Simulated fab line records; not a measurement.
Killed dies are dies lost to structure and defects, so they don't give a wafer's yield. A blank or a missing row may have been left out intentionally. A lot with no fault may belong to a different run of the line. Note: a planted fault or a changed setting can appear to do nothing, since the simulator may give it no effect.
The tool behind it: which one?	flow nand-harc	21 lots with 63 wafers sampled at 6 steps, on a route of 1159 steps

## WHAT THE GAUGES READ, wafer by wafer
Not one reading of a measure or inspect step in the record can be checked against a usual standard deviation.

## EACH LOT AND THE TOOL THAT RAN IT (in order: tool; ch and the chambers of the sampled wafers; start)
lot	NHARC_A_STAIRCASE_TRIM_22	NHARC_A_STAIRCASE_ETCH_23	NHARC_A_STAIRCASE_DESCUM_186	NHARC_A_STAIRCASE_TRIM_193	NHARC_A_STAIRCASE_TRIM_224	NHARC_A_STAIRCASE_STRIP_238
L075	rie-diel-06 ch 0,1,3, day 10 20:01 or earlier	rie-diel-06 ch 1,2, day 10 20:01 or earlier	rie-diel-06 ch 0,1,2, day 10 20:01	rie-diel-06 ch 0,1, day 11 02:04 or earlier	rie-diel-06 ch 0,2,3, day 11 02:04 or earlier	plasma-asher-02 ch 1, day 11 02:04
L074	rie-diel-06 ch 2,3, day 10 21:40 or earlier	rie-diel-06 ch 0,2, day 10 21:40 or earlier	rie-diel-06 ch 1,3, day 10 21:40	rie-diel-06 ch 0,1,3, day 11 04:43 or earlier	rie-diel-02 ch 1,2,3, day 11 04:43 or earlier	plasma-asher-01 ch 0,1, day 11 04:43
L078	rie-diel-06 ch 0,1,2, day 11 15:08 or earlier	rie-diel-06 ch 0,2,3, day 11 15:08 or earlier	rie-diel-06 ch 1,2,3, day 11 15:08	rie-diel-06 ch 0,1,2, day 11 22:07 or earlier	rie-diel-02 ch 1,2,3, day 11 22:07 or earlier	plasma-asher-01 ch 0,1, day 11 22:07
L076	rie-diel-02 ch 0,1,2, day 11 16:13 or earlier	rie-diel-02 ch 1,3, day 11 16:13 or earlier	rie-diel-06 ch 0,1,3, day 11 16:13	rie-diel-06 ch 0,2,3, day 11 23:13 or earlier	rie-diel-07 ch 0,2, day 11 23:13 or earlier	plasma-asher-01 ch 0,1, day 11 23:13
L077	rie-diel-06 ch 1,2,3, day 11 19:20 or earlier	rie-diel-06 ch 1,2, day 11 19:20 or earlier	rie-diel-06 ch 0,1,2, day 11 19:20	rie-diel-06 ch 0,1,2, day 12 01:20 or earlier	rie-diel-02 ch 1,2,3, day 12 01:20 or earlier	plasma-asher-01 ch 0,1, day 12 01:20
L079	rie-diel-02 ch 0,2, day 12 04:54 or earlier	rie-diel-02 ch 0,1, day 12 04:54 or earlier	rie-diel-06 ch 1,3, day 12 04:54	rie-diel-06 ch 0,3, day 12 10:53 or earlier	rie-diel-07 ch 0,3, day 12 10:53 or earlier	plasma-asher-02 ch 0,1, day 12 10:53
L080	rie-diel-06 ch 0,1,2, day 12 05:32 or earlier	rie-diel-06 ch 0,1,2, day 12 05:32 or earlier	rie-diel-07 ch 2,3, day 12 05:32	rie-diel-07 ch 1,2,3, day 12 14:08 or earlier	rie-diel-06 ch 0,1,3, day 12 14:08 or earlier	plasma-asher-02 ch 0,1, day 12 14:08
L081	rie-diel-06 ch 0,1,2, day 12 17:40 or earlier	rie-diel-06 ch 0,1,3, day 12 17:40 or earlier	rie-diel-02 ch 1,2,3, day 12 17:40	rie-diel-02 ch 0,2, day 13 00:21 or earlier	rie-diel-02 ch 1,2,3, day 13 00:21 or earlier	plasma-asher-02 ch 0,1, day 13 00:21
L082	rie-diel-06 ch 2,3, day 13 01:40 or earlier	rie-diel-06 ch 0,1,2, day 13 01:40 or earlier	rie-diel-02 ch 0,3, day 13 01:40	rie-diel-02 ch 0,1,3, day 13 09:05 or earlier	rie-diel-02 ch 1,2,3, day 13 09:05 or earlier	plasma-asher-01 ch 0,1, day 13 09:05
L083	rie-diel-06 ch 0,1,3, day 13 10:06 or earlier	rie-diel-06 ch 0,1,3, day 13 10:06 or earlier	rie-diel-06 ch 1,2,3, day 13 10:06	rie-diel-06 ch 0,2,3, day 13 16:34 or earlier	rie-diel-07 ch 0,1,3, day 13 16:34 or earlier	plasma-asher-02 ch 0,1, day 13 16:34
L085	rie-diel-02 ch 1,2,3, day 13 10:23 or earlier	rie-diel-02 ch 1,2, day 13 10:23 or earlier	rie-diel-07 ch 0,2,3, day 13 10:23	rie-diel-07 ch 0,2,3, day 13 17:25 or earlier	rie-diel-07 ch 0,1,2, day 13 17:25 or earlier	plasma-asher-02 ch 0,1, day 13 17:25
L084	rie-diel-06 ch 1,2,3, day 13 10:35 or earlier	rie-diel-06 ch 0,2,3, day 13 10:35 or earlier	rie-diel-02 ch 1,3, day 13 10:35	rie-diel-02 ch 1,3, day 13 18:26 or earlier	rie-diel-06 ch 1,2,3, day 13 18:26 or earlier	plasma-asher-02 ch 0,1, day 13 18:26
L087	rie-diel-06 ch 0,1, day 14 13:59 or earlier	rie-diel-06 ch 1,2,3, day 14 13:59 or earlier	rie-diel-02 ch 1,2,3, day 14 13:59	rie-diel-02 ch 2,3, day 14 20:14 or earlier	rie-diel-06 ch 0,2,3, day 14 20:14 or earlier	plasma-asher-02 ch 0,1, day 14 20:14
L086	rie-diel-07 ch 0,1,3, day 14 13:40 or earlier	rie-diel-07 ch 1,3, day 14 13:40 or earlier	rie-diel-07 ch 0,1,2, day 14 13:40	rie-diel-07 ch 0,1,3, day 14 20:07 or earlier	rie-diel-07 ch 0,1,2, day 14 20:07 or earlier	plasma-asher-01 ch 0,1, day 14 20:07
L088	rie-diel-06 ch 2,3, day 14 16:08 or earlier	rie-diel-06 ch 1,2,3, day 14 16:08 or earlier	rie-diel-06 ch 0,3, day 14 16:08	rie-diel-06 ch 0,1, day 14 22:11 or earlier	rie-diel-06 ch 2,3, day 14 22:11 or earlier	plasma-asher-02 ch 1, day 14 22:11
L090	rie-diel-06 ch 1,2,3, day 15 03:32 or earlier	rie-diel-06 ch 1,2, day 15 03:32 or earlier	rie-diel-07 ch 1,3, day 15 03:32	rie-diel-07 ch 0,1,2, day 15 10:24 or earlier	rie-diel-02 ch 1,2,3, day 15 10:24 or earlier	plasma-asher-01 ch 0,1, day 15 10:24
L092	rie-diel-07 ch 0,2,3, day 15 14:39 or earlier	rie-diel-07 ch 0,2, day 15 14:39 or earlier	rie-diel-07 ch 0,1, day 15 14:39	rie-diel-07 ch 0,2,3, day 15 21:43 or earlier	rie-diel-02 ch 2,3, day 15 21:43 or earlier	plasma-asher-01 ch 0,1, day 15 21:43
L093	rie-diel-06 ch 0,2,3, day 16 02:37 or earlier	rie-diel-06 ch 0,1, day 16 02:37 or earlier	rie-diel-02 ch 1,3, day 16 02:37	rie-diel-02 ch 1,2, day 16 09:09 or earlier	rie-diel-07 ch 0,1, day 16 09:09 or earlier	plasma-asher-01 ch 0,1, day 16 09:09
L094	rie-diel-02 ch 2,3, day 16 03:53 or earlier	rie-diel-02 ch 1,3, day 16 03:53 or earlier	rie-diel-02 ch 1,3, day 16 03:53	rie-diel-02 ch 1,2, day 16 10:53 or earlier	rie-diel-06 ch 0,1,3, day 16 10:53 or earlier	plasma-asher-01 ch 0,1, day 16 10:53
L095	rie-diel-06 ch 0,1,2, day 16 15:31 or earlier	rie-diel-06 ch 0,2,3, day 16 15:31 or earlier	rie-diel-02 ch 0,1,3, day 16 15:31	rie-diel-02 ch 0,1,2, day 16 22:02 or earlier	rie-diel-06 ch 0,1,3, day 16 22:02 or earlier	plasma-asher-02 ch 0,1, day 16 22:02
L097	rie-diel-06 ch 0,1,2, day 17 06:43 or earlier	rie-diel-06 ch 0,2, day 17 06:43 or earlier	rie-diel-06 ch 0,2, day 17 06:43	rie-diel-06 ch 0,1,2, day 17 15:47 or earlier	rie-diel-06 ch 0,2, day 17 15:47 or earlier	plasma-asher-02 ch 0, day 17 15:47
- NHARC_A_STAIRCASE_TRIM_22: chemistry O2, time 211.2 s.
- NHARC_A_STAIRCASE_ETCH_23: etches the open film in C4F8/O2, target depth 100 nm, time 40.5 s.
- NHARC_A_STAIRCASE_DESCUM_186: chemistry O2, time 3 s.
- NHARC_A_STAIRCASE_TRIM_193: chemistry O2, time 211.2 s.
- NHARC_A_STAIRCASE_TRIM_224: chemistry O2, time 211.2 s.
- NHARC_A_STAIRCASE_STRIP_238: strips in O2.

## AS READ BY THE TOOLS THEMSELVES (means over the sampled wafers that have a number; for cases with no such wafer, the mark the record gives instead)
NHARC_A_STAIRCASE_TRIM_22.
lot	tool	drypump-motor-current-A (A)	mfc-ar-sccm (sccm)	oes-product-au (a.u.)	rf-vpp-V (V)	showerhead-plenum-p-Torr (Torr)	throttle-valve-pct (%)
L075	rie-diel-06	6.1	0.029	0.996	56.9	3.50	17.038
L074	rie-diel-06	5.9	0.011	0.994	58.4	3.61	17.048
L078	rie-diel-06	6.3	0.024	1.004	57.8	3.50	17.042
L076	rie-diel-02	6.2	0.000	0.999	59.0	3.52	17.039
L077	rie-diel-06	6.1	0.020	1.000	57.5	3.57	17.027
L079	rie-diel-02	6.1	0.000	0.982	57.6	3.50	17.032
L080	rie-diel-06	6.3	0.024	1.005	57.2	3.49	17.037
L081	rie-diel-06	6.4	0.024	1.004	57.7	3.49	17.035
L082	rie-diel-06	6.2	0.006	0.988	57.9	3.59	17.035
L083	rie-diel-06	6.1	0.029	1.009	57.6	3.49	17.025
L085	rie-diel-02	6.2	0.000	0.994	57.8	3.51	17.040
L084	rie-diel-06	6.2	0.020	1.004	57.8	3.57	17.044
L087	rie-diel-06	6.3	0.033	1.009	57.0	3.41	17.039
L086	rie-diel-07	5.7	0.024	0.993	57.7	3.61	17.035
L088	rie-diel-06	6.0	0.011	0.992	58.0	3.59	17.049
L090	rie-diel-06	6.2	0.020	0.997	58.4	3.56	17.035
L092	rie-diel-07	5.9	0.010	1.000	58.1	3.70	17.047
L093	rie-diel-06	6.1	0.015	0.997	57.8	3.50	17.034
L094	rie-diel-02	6.2	0.000	1.002	58.6	3.66	17.040
L095	rie-diel-06	6.4	0.024	0.997	58.0	3.47	17.039
L097	rie-diel-06	6.4	0.024	1.003	57.5	3.47	17.028

NHARC_A_STAIRCASE_ETCH_23.
lot	tool	oes-product-au (a.u.)	rf-vpp-V (V)
L075	rie-diel-06	0.937	898
L074	rie-diel-06	0.966	894
L078	rie-diel-06	0.951	896
L076	rie-diel-02	0.950	896
L077	rie-diel-06	0.922	897
L079	rie-diel-02	0.935	896
L080	rie-diel-06	0.944	895
L081	rie-diel-06	0.950	894
L082	rie-diel-06	0.942	895
L083	rie-diel-06	0.939	895
L085	rie-diel-02	0.925	899
L084	rie-diel-06	0.942	895
L087	rie-diel-06	0.940	897
L086	rie-diel-07	0.952	896
L088	rie-diel-06	0.946	898
L090	rie-diel-06	0.944	896
L092	rie-diel-07	0.950	903
L093	rie-diel-06	0.958	893
L094	rie-diel-02	0.937	904
L095	rie-diel-06	0.933	896
L097	rie-diel-06	0.932	895

NHARC_A_STAIRCASE_DESCUM_186.
lot	tool	drypump-motor-current-A (A)	mfc-ar-sccm (sccm)	oes-product-au (a.u.)	rf-vpp-V (V)	showerhead-plenum-p-Torr (Torr)	throttle-valve-pct (%)
L075	rie-diel-06	6.3	0.024	0.993	58.1	1.89	11.312
L074	rie-diel-06	5.9	0.026	0.996	57.4	1.94	11.311
L078	rie-diel-06	6.1	0.020	0.995	58.3	1.94	11.308
L076	rie-diel-06	6.1	0.029	1.014	58.0	1.90	11.304
L077	rie-diel-06	6.3	0.024	0.999	56.7	1.89	11.301
L079	rie-diel-06	5.9	0.026	0.998	57.0	1.94	11.306
L080	rie-diel-07	5.8	0.000	1.002	58.7	2.04	11.313
L081	rie-diel-02	6.3	0.000	0.986	56.7	1.91	11.304
L082	rie-diel-02	5.7	0.000	0.989	56.7	1.76	11.320
L083	rie-diel-06	6.1	0.020	0.999	57.3	1.93	11.314
L085	rie-diel-07	5.9	0.010	0.998	58.4	2.02	11.318
L084	rie-diel-02	6.2	0.000	0.989	57.2	1.85	11.308
L087	rie-diel-02	6.3	0.000	0.980	57.0	1.90	11.309
L086	rie-diel-07	5.9	0.024	1.005	58.1	1.98	11.311
L088	rie-diel-06	5.9	0.020	0.995	58.1	1.90	11.314
L090	rie-diel-07	5.5	0.014	0.997	57.1	1.96	11.315
L092	rie-diel-07	6.0	0.034	1.005	58.1	1.96	11.306
L093	rie-diel-02	6.1	0.000	1.000	57.0	2.04	11.302
L094	rie-diel-02	6.4	0.001	1.007	58.0	2.02	11.317
L095	rie-diel-02	6.1	0.000	0.990	57.5	2.05	11.302
L097	rie-diel-06	6.4	0.009	0.990	57.4	1.90	11.305

NHARC_A_STAIRCASE_TRIM_193.
lot	tool	drypump-motor-current-A (A)	mfc-ar-sccm (sccm)	oes-product-au (a.u.)	rf-vpp-V (V)	showerhead-plenum-p-Torr (Torr)	throttle-valve-pct (%)
L075	rie-diel-06	6.3	0.038	0.999	57.5	3.47	17.040
L074	rie-diel-06	6.1	0.029	1.001	58.0	3.50	17.030
L078	rie-diel-06	6.3	0.024	1.008	58.1	3.49	17.038
L076	rie-diel-06	6.2	0.015	0.999	57.0	3.52	17.033
L077	rie-diel-06	6.4	0.024	0.999	57.0	3.49	17.042
L079	rie-diel-06	6.1	0.024	1.005	57.5	3.45	17.032
L080	rie-diel-07	5.7	0.014	1.005	58.1	3.65	17.050
L081	rie-diel-02	6.1	0.000	0.982	57.8	3.49	17.033
L082	rie-diel-02	6.1	0.000	0.986	57.4	3.41	17.040
L083	rie-diel-06	6.2	0.015	1.003	57.5	3.52	17.040
L085	rie-diel-07	5.9	0.010	1.007	58.8	3.71	17.036
L084	rie-diel-02	6.2	0.000	0.988	56.8	3.40	17.036
L087	rie-diel-02	6.0	0.000	0.994	57.4	3.38	17.031
L086	rie-diel-07	5.8	0.024	1.001	58.4	3.61	17.037
L088	rie-diel-06	6.3	0.033	1.006	57.3	3.41	17.043
L090	rie-diel-07	5.9	0.024	1.014	58.8	3.63	17.039
L092	rie-diel-07	6.0	0.010	1.004	58.8	3.70	17.033
L093	rie-diel-02	6.4	0.000	1.003	58.5	3.61	17.032
L094	rie-diel-02	6.6	0.001	1.006	58.0	3.64	17.033
L095	rie-diel-02	6.2	0.000	0.997	57.6	3.69	17.039
L097	rie-diel-06	6.4	0.024	0.997	58.3	3.47	17.041

NHARC_A_STAIRCASE_TRIM_224.
lot	tool	drypump-motor-current-A (A)	mfc-ar-sccm (sccm)	oes-product-au (a.u.)	rf-vpp-V (V)	showerhead-plenum-p-Torr (Torr)	throttle-valve-pct (%)
L075	rie-diel-06	6.2	0.015	0.998	58.2	3.53	17.033
L074	rie-diel-02	6.3	0.000	0.989	58.5	3.53	17.039
L078	rie-diel-02	6.3	0.000	0.996	58.7	3.52	17.044
L076	rie-diel-07	6.2	0.020	1.010	58.1	3.71	17.035
L077	rie-diel-02	6.3	0.000	0.994	58.2	3.52	17.029
L079	rie-diel-07	6.0	0.020	0.996	58.1	3.68	17.039
L080	rie-diel-06	6.2	0.029	1.013	57.8	3.49	17.032
L081	rie-diel-02	6.3	0.000	0.990	58.1	3.52	17.035
L082	rie-diel-02	6.3	0.000	0.993	58.5	3.51	17.043
L083	rie-diel-07	5.8	0.024	1.006	57.6	3.62	17.032
L085	rie-diel-07	6.0	0.024	1.002	58.7	3.64	17.028
L084	rie-diel-06	6.2	0.020	1.000	57.7	3.56	17.043
L087	rie-diel-06	6.1	0.015	1.002	57.2	3.51	17.043
L086	rie-diel-07	5.9	0.024	1.003	58.3	3.64	17.046
L088	rie-diel-06	6.2	0.006	0.995	59.2	3.58	17.042
L090	rie-diel-02	6.3	0.000	1.001	58.3	3.69	17.026
L092	rie-diel-02	6.1	0.000	0.996	57.7	3.66	17.040
L093	rie-diel-07	6.0	0.034	1.004	57.3	3.60	17.031
L094	rie-diel-06	6.1	0.029	1.009	57.4	3.47	17.043
L095	rie-diel-06	6.1	0.029	0.997	58.1	3.47	17.036
L097	rie-diel-06	6.4	0.009	0.984	57.7	3.49	17.045

NHARC_A_STAIRCASE_STRIP_238.
lot	tool	drypump-motor-current-A (A)	heater-power-w (W)
L075	plasma-asher-02	5.9	279
L074	plasma-asher-01	5.8	301
L078	plasma-asher-01	5.8	291
L076	plasma-asher-01	5.9	298
L077	plasma-asher-01	5.8	296
L079	plasma-asher-02	6.0	301
L080	plasma-asher-02	6.2	316
L081	plasma-asher-02	6.0	296
L082	plasma-asher-01	5.6	307
L083	plasma-asher-02	6.2	316
L085	plasma-asher-02	6.0	295
L084	plasma-asher-02	6.0	299
L087	plasma-asher-02	6.0	300
L086	plasma-asher-01	5.8	307
L088	plasma-asher-02	5.8	281
L090	plasma-asher-01	5.6	307
L092	plasma-asher-01	5.6	310
L093	plasma-asher-01	5.6	309
L094	plasma-asher-01	5.8	303
L095	plasma-asher-02	6.2	306
L097	plasma-asher-02	6.4	318

## THE ANSWER, worked out from the rows above alone
Rule: usual is defined by the lots themselves. Put in order of their means at a reading, lots are off if they are a third of the lots or fewer, leave a main group of 4 or more, and stand apart from it by a gap of 3 or more times the standard deviation of the main group's means; of several such gaps the widest counts. A main group whose means are all the same, to the digits that the tables above print for the reading, isn't used. Also off: a lot with no number at a reading for which 4 or more lots have one. The other lots that the step has rows for count as sound. After the gauges, taken in route order, come the tools' own readings; for these a lot's mean is taken, as printed above. At the first step where some lot is off, the reading lying furthest off is the one used; lots without a number count as furthest.
No lot is off on any of the readings shown, so nothing can be concluded from this.

## WHAT HAD BEEN PUT IN BY THE SIMULATOR
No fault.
